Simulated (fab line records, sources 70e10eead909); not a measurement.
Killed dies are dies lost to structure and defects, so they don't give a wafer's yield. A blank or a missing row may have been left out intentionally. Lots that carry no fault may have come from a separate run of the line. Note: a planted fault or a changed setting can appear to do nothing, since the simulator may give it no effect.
The tool behind it: which one? / flow nand_harc / 6 lots with 17 wafers sampled at 5 steps, on a route of 1302 steps

== WHAT THE GAUGES SHOWED, per wafer ==
NHARC_END_SORT_01.
lot=L280; measured=day 28 07:12; on=prober-01; killed_at_array=671 40 62
lot=L281; measured=day 29 08:47; on=prober-02; killed_at_array=674 45

== EACH LOT AND THE TOOL THAT RAN IT (in order: tool; ch and the chambers of the sampled wafers; start) ==
lot=L275; NHARC_A_STAIRCASE_TRIM_222=rie_diel-01 ch 1,2,3, day 18 03:15; NHARC_A_STAIRCASE_ETCH_223=rie_diel-01 ch 0,1,3, day 18 04:10 or earlier; NHARC_A_STAIRCASE_TRIM_229=rie_diel-01 ch 0,1,2, day 18 04:10; NHARC_A_STAIRCASE_ETCH_230=rie_diel-01 ch 0,1,3, no start
lot=L277; NHARC_A_STAIRCASE_TRIM_222=rie_diel-01 ch 0,2,3, day 19 04:58; NHARC_A_STAIRCASE_ETCH_223=rie_diel-01 ch 1,2,3, day 19 05:45 or earlier; NHARC_A_STAIRCASE_TRIM_229=rie_diel-09 ch 2,3, day 19 05:45; NHARC_A_STAIRCASE_ETCH_230=rie_diel-09 ch 1,3, no start
lot=L280; NHARC_A_STAIRCASE_TRIM_222=rie_diel-09 ch 0,1,2, day 20 12:25; NHARC_A_STAIRCASE_ETCH_223=rie_diel-09 ch 0,2,3, day 20 13:19 or earlier; NHARC_A_STAIRCASE_TRIM_229=rie_diel-01 ch 0,2,3, day 20 13:19; NHARC_A_STAIRCASE_ETCH_230=rie_diel-01 ch 0,2,3, day 28 07:12 or earlier
lot=L281; NHARC_A_STAIRCASE_TRIM_222=rie_diel-09 ch 0,3, day 20 18:49; NHARC_A_STAIRCASE_ETCH_223=rie_diel-09 ch 0,1, day 20 19:40 or earlier; NHARC_A_STAIRCASE_TRIM_229=rie_diel-09 ch 0,1, day 20 19:40; NHARC_A_STAIRCASE_ETCH_230=rie_diel-09 ch 0,1, day 29 08:47 or earlier
lot=L288; NHARC_A_STAIRCASE_TRIM_222=rie_diel-01 ch 2,3, day 24 04:05; NHARC_A_STAIRCASE_ETCH_223=rie_diel-01 ch 0,1,2, day 24 04:57 or earlier; NHARC_A_STAIRCASE_TRIM_229=rie_diel-09 ch 1,3, day 24 04:57; NHARC_A_STAIRCASE_ETCH_230=rie_diel-09 ch 0,3, no start
lot=L291; NHARC_A_STAIRCASE_TRIM_222=rie_diel-04 ch 0,3, day 25 01:47; NHARC_A_STAIRCASE_ETCH_223=rie_diel-04 ch 0,3, day 25 02:50 or earlier; NHARC_A_STAIRCASE_TRIM_229=rie_diel-01 ch 0,1,2, day 25 02:50; NHARC_A_STAIRCASE_ETCH_230=rie_diel-01 ch 0,1, no start
- NHARC_A_STAIRCASE_TRIM_222: chemistry O2, time 211.2 s.
- NHARC_A_STAIRCASE_ETCH_223: etches the open film in C4F8/O2, target depth 100 nm, time 40.5 s.
- NHARC_A_STAIRCASE_TRIM_229: chemistry O2, time 211.2 s.
- NHARC_A_STAIRCASE_ETCH_230: etches the open film in C4F8/O2, target depth 100 nm, time 40.5 s.

== THE ANSWER, worked out from the rows above alone ==
Rule: usual is defined by the lots themselves. Put in order of their means at a reading, lots are off if they are a third of the lots or fewer, leave a main group of 4 or more, and stand apart from it by a gap of 3 or more times the standard deviation of the main group's means; of several such gaps the widest counts. If all means in a main group match to the digits the tables above print for the reading, that group is not used. Also off: a lot with no number at a reading for which 4 or more lots have one. The other lots that the step has rows for count as sound.
No lot is off on any of the readings shown, so nothing can be concluded from this.

== WHAT THE SIMULATOR PUT IN ==
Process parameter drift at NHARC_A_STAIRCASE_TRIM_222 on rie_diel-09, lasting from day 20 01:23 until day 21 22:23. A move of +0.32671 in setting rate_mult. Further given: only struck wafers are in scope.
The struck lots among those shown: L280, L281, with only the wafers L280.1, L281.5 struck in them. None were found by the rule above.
